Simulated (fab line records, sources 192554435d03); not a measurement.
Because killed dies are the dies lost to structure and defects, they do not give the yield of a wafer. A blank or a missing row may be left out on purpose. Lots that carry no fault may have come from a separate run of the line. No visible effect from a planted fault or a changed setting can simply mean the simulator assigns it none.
The tool behind it: which one?	flow n5-finfet	11 lots, 33 wafers sampled, at 2 steps of a route of 1938

WHAT THE GAUGES READ, wafer by wafer
N5_BEOL_M5_INSPECT_13: inspects for defects (brightfield).
lot	measured	on	raw-defect-count
L075	day 8 18:53	defect-inspect-01	378 373 318
L078	day 9 12:35	defect-inspect-02	390 592 548
L079	day 9 18:10	defect-inspect-02	450 306 353
L081	day 10 02:01	defect-inspect-02	365 300 456
L082	day 10 18:37	defect-inspect-01	476 311 512
L084	day 10 22:01	defect-inspect-01	492 363 311
L087	day 11 19:37	defect-inspect-02	493 721 547
L090	day 12 13:07	defect-inspect-01	385 466 480
L092	day 12 21:26	defect-inspect-01	310 366 497
L093	day 13 00:09	defect-inspect-02	422 364 337
L096	day 14 00:07	defect-inspect-01	473 315 386

WHAT TOOL EACH LOT RAN ON (gives the tool, then ch and the chambers of the sampled wafers, and finally the start)
lot	N5_BEOL_M4_ALD_84
L075	ald-metal-01 ch 0,1, day 8 11:03
L078	ald-metal-03 ch 0,2,3, day 9 04:53
L079	ald-metal-04 ch 0,2,3, day 9 09:37
L081	ald-metal-04 ch 1,2,3, day 9 18:11
L082	ald-metal-04 ch 1,2,3, day 10 10:20
L084	ald-metal-04 ch 0,2,3, day 10 14:59
L087	ald-metal-03 ch 0,1, day 11 13:17
L090	ald-metal-03 ch 0,1,2, day 12 06:08
L092	ald-metal-04 ch 0,2, day 12 13:00
L093	ald-metal-01 ch 1,2, day 12 17:43
L096	ald-metal-01 ch 0,1,2, day 13 17:55
- N5_BEOL_M4_ALD_84: deposits TaN, pulse time 2 s, purge time 3 s, co reactant purge time 2 s.

THE ANSWER, worked out from the rows above alone
Rule: the usual values come from the lots themselves. Put in order of their means at a reading, lots are off if they are a third of the lots or fewer, leave a main group of 4 or more, and stand apart from it by a gap of 3 or more times the standard deviation of the main group's means; of several such gaps the widest counts. A main group is skipped when, at the precision printed for the reading in the tables above, its means are all equal. Also off: a lot with no number at a reading for which 4 or more lots have one. All remaining lots with rows at the step are treated as sound.
Across all readings shown, no lot is off: no conclusion can be drawn from this.

WHAT THE SIMULATOR HAD INSERTED
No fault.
